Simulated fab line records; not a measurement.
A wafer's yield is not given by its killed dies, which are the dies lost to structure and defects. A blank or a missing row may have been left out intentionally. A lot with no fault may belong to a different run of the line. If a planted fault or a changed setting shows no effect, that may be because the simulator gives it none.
Split-lot trial | flow n5-finfet | 7 lots, 21 wafers read, on a route of 1938 steps

== THE SPLIT ==
At N5_MOL_CONTACT_COAG_VIA_ETCH_46 (etches SiO2 in C4F6/O2, target depth 46 nm, overetch 9.2 nm, time 40 s), the setting bias-w was moved away from the recipe's 455 W on 7 of the 21 wafers read, by -12.3% to +6.9%. The other wafers ran this setting at the recipe's value.

The split's own step is where the reading is taken.

== THE READING ==
rf-vpp-V, in V, at N5_MOL_CONTACT_COAG_VIA_ETCH_46 (etches SiO2 in C4F6/O2, target depth 46 nm, overetch 9.2 nm, time 40 s). A value of 1577 V with a standard deviation of 24 V is what fault-free wafers of this fab line usually give.

wafer  | tool, chamber at the split | bias-w as run, W | against the recipe | rf-vpp-V, V | against lot-mates on the recipe
L074.2 | rie-diel-01, 1             | 455              | recipe             | 1597        | -
L074.3 | rie-diel-01, 0             | 455              | recipe             | 1562        | -
L074.6 | rie-diel-01, 3             | 409.2            | -10.1%             | 1455        | -124
L075.1 | rie-diel-03, 0             | 455              | recipe             | 1607        | -
L075.4 | rie-diel-03, 0             | 455              | recipe             | 1608        | -
L075.6 | rie-diel-03, 1             | 455              | recipe             | 1566        | -
L086.3 | rie-diel-01, 3             | 455              | recipe             | 1574        | -
L086.5 | rie-diel-01, 3             | 455              | recipe             | 1574        | -
L086.6 | rie-diel-01, 1             | 455              | recipe             | 1596        | -
L088.2 | rie-diel-06, 1             | 486.2            | +6.9%              | 1678        | +79
L088.3 | rie-diel-06, 3             | 486.2            | +6.9%              | 1641        | +42
L088.6 | rie-diel-06, 1             | 455              | recipe             | 1599        | -
L089.1 | rie-diel-03, 1             | 455              | recipe             | 1563        | -
L089.4 | rie-diel-03, 3             | 455              | recipe             | 1548        | -
L089.6 | rie-diel-03, 2             | 412.8            | -9.3%              | 1458        | -98
L095.1 | rie-diel-06, 2             | 455              | recipe             | 1598        | -
L095.3 | rie-diel-06, 1             | 455              | recipe             | 1596        | -
L095.4 | rie-diel-06, 0             | 485              | +6.6%              | 1701        | +104
L096.1 | rie-diel-01, 2             | 455              | recipe             | 1541        | -
L096.2 | rie-diel-01, 3             | 398.9            | -12.3%             | 1427        | -114
L096.6 | rie-diel-01, 0             | 398.9            | -12.3%             | 1412        | -129

THE FIT
A straight line over all 21 wafers: rf-vpp-V changes by +13.2 V for each +1% of bias-w; r = +0.96; the points scatter about the line by 21 V.
The same after taking each lot's own level away (the mean of its wafers on the recipe; 21 wafers): +10.6 V for each +1%; r = +0.97; scatter 16 V.
Per that fit: largest bias-w move, reading shift of 1.3e+02 V.
Across the lots, their own levels run from 1541.0 to 1599.0 V, a range of 2.4 times the standard deviation given above.
So the lot-to-lot level changes the slope: the two fits differ.
Check: with one of the wafers moved furthest among these (-12.3%) left out of the fit, the line predicts -136 V for it against its lot-mates. It came out at -114 V against them.
Tool readings at the split's step, against how far the setting was moved: rf-vpp-V r = +0.96.

== FURTHER SPLITS ON THESE WAFERS ==
These wafers also went through other splits before the reading. Each is held against what the fit with the lots' levels taken away leaves over:
other split on the same wafers            | wafers away from the commonest value | r with rf-vpp-V (lot level and that fit taken away)
N5_PMOS_HMC_CHANNEL_EPI_PEB_07 peb-time-s | 7                                    | -0.05
N5_PMOS_HMC_CHANNEL_EPI_DESCUM_14 time-s  | 10                                   | +0.00
N5_FIN_CUT_EXPOSE_05 dose-mj              | 10                                   | +0.17
N5_DUMMY_GATE_COAT_28 spin-rpm            | 4                                    | -0.10
N5_SD_EPI_N_ETCH_35 time-s                | 8                                    | +0.01
N5_SDB_EXPOSE_08 dose-mj                  | 9                                    | +0.04
N5_MOL_CONTACT_COAG_EXPOSE_05 dose-mj     | 13                                   | +0.17

== THE FILE'S OWN FIT ==
rf-vpp-V changes by +11.1 V for each +1% of bias-w, r = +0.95.
